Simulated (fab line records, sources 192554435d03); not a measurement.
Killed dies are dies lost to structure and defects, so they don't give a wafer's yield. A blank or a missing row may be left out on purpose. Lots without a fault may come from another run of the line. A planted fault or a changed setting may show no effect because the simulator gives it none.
A struck lot beside a sound one | flow n5_finfet | 38 steps out of a route of 1938
Sound: wafers L583.1, L583.3, L583.6. Struck: wafers L573.1, L573.5, L573.6. The cause comes at the end.
At each step with rows: each side's tool, then ch and its chambers, then its first start. Under that, the readings that differ: sound wafers | struck wafers | difference of the means | sigmas: that difference in standard deviations of wafers without a fault.
alike: readings whose means differ by less than 2 such deviations, and words and numbers that are the same on both sides. not compared: withheld readings, readings that some wafer has no value for, bounds like >300 that may hide the same value, and numbers for which the record gives no deviation and whose values overlap.
The two part at a step that has a row with sigmas, a row that says differs or no value, or rows on one side only. Numbers that don't overlap but have no deviation are shown without sigmas and don't part them. A reading that every wafer of one side lacks parts them only if that side has two wafers or more.

first, 9 steps without rows for these wafers: N5_FIN_SAQP_EXPOSE_13 (exposes mask FIN CORE, target cd 35.6 nm); N5_FIN_SAQP_PEB_14 (peb time 60 s); N5_FIN_SAQP_DEVELOP_15 (develop time 30 s); N5_FIN_SAQP_DESCUM_21 (chemistry O2, time 7.9 s); N5_FIN_SAQP_ETCH_51 (etches SiARC in CF4, target depth 45.5 nm, time 75.8 s); N5_FIN_SAQP_ETCH_52 (etches SOC in N2/H2, target depth 100 nm, overetch 20 nm, time 150 s); N5_FIN_SAQP_STRIP_53 (strips in N2/H2); N5_FIN_SAQP_HM_OPEN_73 (chemistry CHF3/O2, target SiO2, stops on a-Si, target depth 12 nm, time 16.8 s); N5_FIN_SAQP_STRIP_74 (strips in CHF3/O2).
N5_FIN_SAQP_MANDREL_ETCH_22: etches a-Si in HBr/Cl2, stops on SiNx, target depth 60 nm, bt time 10 s, time 30 s.
  sound on rie_si-06 ch 0,1,3, day 6 23:40; struck on rie_si-01 ch 0,1,3, day 4 10:08
  reading                                   | sound             | struck            | difference | sigmas
  oes_product_au (a.u.)                     | 0.777 0.748 0.774 | 0.713 0.715 0.687 | -0.061     | -6
  model.SOC_of_FIN_SAQP_COAT_49.thk_nm (nm) | 75.87 76.58 76.83 | 85.34 85.32 86.18 | +9.19      |
  model.etch.depth_nm (nm)                  | 59.64 59.21 60.89 | 54.19 52.66 50.86 | -7.34      |
  alike: drypump_motor_current_A, mfc_cl2_sccm, throttle_valve_pct
  not compared: rf_hours_counter_h
then, 5 steps without rows for these wafers: N5_FIN_SAQP_STRIP_55 (strips in N2/H2); N5_FIN_SAQP_STRIP_23 (strips in SPM, time 750 s); N5_FIN_SAQP_SRD_66 (time 30 s); N5_FIN_SAQP_RECESS_75 (chemistry HF/NH3, target SiO2, target depth 14.4 nm, afs cycles 3, sublimation time 60 s); N5_FIN_SAQP_SPACER1_ALD_24 (deposits SiO2, target thk 20.3 nm, pulse time 1 s, purge time 2 s).
N5_FIN_SAQP_SPACER1_ETCHBACK_25: etches SiO2 in CHF3/O2, target depth 24.4 nm, time 12.2 s.
  sound on rie_diel-04 ch 1,2, day 7 01:28; struck on rie_diel-06 ch 0,3, day 4 11:53
  reading                     | sound          | struck         | difference | sigmas
  drypump_motor_current_A (A) | 5.8 5.2 5.8    | 6.5 6.7 6.5    | +1.0       | +2
  oes_product_au (a.u.)       | 0.73 0.72 0.74 | 0.35 0.27 0.35 | -0.41      | -5
  alike: rf_vpp_V, showerhead_plenum_p_Torr, throttle_valve_pct
  not compared: rf_hours_counter_h
then, 19 steps without rows for these wafers: N5_FIN_SAQP_MANDREL1_REMOVE_56 (chemistry HBr/Cl2/O2, target a-Si, stops on SiNx, bt time 10 s); N5_FIN_SAQP_ETCH_57 (etches SiNx in CH3F/O2, target depth 32.5 nm, time 46.4 s); N5_FIN_SAQP_ETCH_65 (etches SiO2 in CF4, target depth 4 nm, time 4.4 s); N5_FIN_SAQP_MANDREL_ETCH_58 (etches a-Si in HBr/Cl2, stops on SiNx, target depth 45 nm, bt time 10 s, time 27 s); N5_FIN_SAQP_RECESS_63 (chemistry HF/NH3, target SiO2, target depth 18 nm, afs cycles 3, sublimation time 60 s); N5_FIN_SAQP_COAT_68 (time 60 s, resist thk 100 nm); N5_FIN_SAQP_ETCH_69 (etches SOC in N2/H2, stops on SiNx, target depth 150 nm); N5_FIN_SAQP_ETCH_67 (etches SiNx in CH3F/O2, target depth 30 nm); N5_FIN_SAQP_STRIP_70 (strips in N2/H2); N5_FIN_SAQP_RECESS_71 (chemistry HF/NH3, target SiO2, target depth 3 nm, afs cycles 1, sublimation time 60 s); N5_FIN_SAQP_SPACER2_ALD_28 (deposits SiO2, target thk 8.1 nm, pulse time 1 s, purge time 2 s); N5_FIN_SAQP_SPACER2_ETCHBACK_29 (etches SiO2 in CHF3/O2, target depth 12.2 nm, time 6.1 s); N5_FIN_SAQP_MANDREL2_REMOVE_60 (chemistry HBr/Cl2/O2, target a-Si, stops on SiNx, bt time 10 s); N5_FIN_SAQP_HM_OPEN_33 (chemistry CH3F/O2, target SiNx, target depth 49.4 nm, time 70.6 s); N5_FIN_SAQP_ETCH_34 (etches SiO2 in C4F6/O2, target depth 45 nm, time 15 s); N5_FIN_SAQP_STRIP_77 (strips in N2/H2, time 90 s); N5_FIN_SAQP_ETCH_64 (etches SiO2 in CF4, target depth 1.5 nm); N5_FIN_SAQP_FIN_ETCH_36 (etches the open film in HBr/Cl2/O2, target depth 120 nm, time 50.4 s); N5_FIN_SAQP_PRECLEAN_38 (cleans in O3/DIW, time 45 s).
N5_FIN_SAQP_INSPECT_40: inspects for defects (brightfield).
  sound on defect_inspect-01, day 7 03:58; struck on defect_inspect-01, day 4 14:14
  reading          | sound       | struck         | difference | sigmas
  raw_defect_count | 226 238 262 | 1968 1818 1870 | +1643      | +23
N5_BEOL_M4_RC_MEAS_101:
  the record has rows for the sound wafers here (prober-01 ch 0, day 13 07:59) and none for the struck ones
-- the record jumps here: 10 days lie between the struck wafers' starts before and after (it left off in module BEOL_M4 and takes up again in module PASSIVATION, whose first step shown is number 1936 of the route) --
N5_PASSIVATION_PROBE_49:
  sound on prober-02, day 17 22:53; struck on prober-02, day 14 14:23
  reading                  | sound          | struck         | difference | sigmas
  defect_limited_yield (%) | 89.7 91.9 92.6 | 0 0 0          | -91        | -61
  killed_at_front_end      | 23 16 23       | 1099 1088 1098 | +1074      | +98
  killed_dies              | 122 95 87      | 1180 1180 1180 | +1079      | +60
  killed_on_rim            | 21 7 13        | 152 152 152    | +138       | +36
  sort_bin_5_function (%)  | 4.7 4.9 3.7    | 94.7 95.3 96.0 | +90.9      | +99
  sort_n_pass              | 1058 1085 1093 | 0 0 0          | -1079      | -60
  sort_yield_pct (%)       | 89.7 91.9 92.6 | 0 0 0          | -91        | -61
  alike: killed_at_M0_to_M3, killed_at_M4_up, killed_at_contacts, killed_at_other, killed_open, killed_short, sort_bin_6_memory

WHERE THEY PART
First at N5_FIN_SAQP_MANDREL_ETCH_22; last, within this record, at N5_PASSIVATION_PROBE_49.

WHY: what the simulator had put in
Process parameter drift: rie_si-01, from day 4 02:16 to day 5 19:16, at N5_FIN_SAQP_MANDREL_ETCH_22. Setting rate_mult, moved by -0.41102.
